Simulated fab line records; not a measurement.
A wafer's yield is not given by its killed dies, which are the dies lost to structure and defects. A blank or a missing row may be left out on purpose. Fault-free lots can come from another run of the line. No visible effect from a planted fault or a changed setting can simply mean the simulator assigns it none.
Chamber matching ; flow n5 finfet ; N5_BEOL_M1_DESCUM_16 on rie diel-05: 4 sister chambers
The step chemistry O2, time 7 s. 4 wafers are shown with their chamber, then 8 later ones without.

== EACH WAFER AND ITS CHAMBER ==
wafer;chamber;throttle valve pct (%)
L075.4;2;20.76
L087.5;3;20.47
L088.6;0;20.29
L091.1;1;20.27

== WAFERS WITHOUT THEIR CHAMBER ==
wafer;throttle valve pct (%)
L091.3;20.29
L091.5;20.25
L092.1;20.28
L092.2;20.83
L092.3;20.50
L093.2;20.25
L093.4;20.29
L093.6;20.26

== EACH ONE'S CHAMBER ==
wafer;from the rows above;in truth
L091.3;can't be placed: 0 or 1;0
L091.5;can't be placed: 1 or 0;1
L092.1;can't be placed: 0 or 1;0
L092.2;2;2
L092.3;3;3
L093.2;can't be placed: 1 or 0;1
L093.4;can't be placed: 0 or 1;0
L093.6;can't be placed: 1 or 0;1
2 of 8 placed correctly. Cannot be placed on the basis of these rows: 6; the candidates contain the true chamber in 6. 0 placed wrongly.
How it was worked out, from the rows above alone: a wafer's distance from a chamber is the root of the sum, over the readings, of the square of ((its reading less the chamber's mean) divided by the reading's scatter). If the next closest chamber is less than 2 further off than the closest, the wafer can't be placed; otherwise it belongs to the closest. Each chamber's mean is taken over the wafers shown for it. The scatter: root of mean squared gap, hidden wafer to nearest shown wafer, with one shown wafer a chamber.
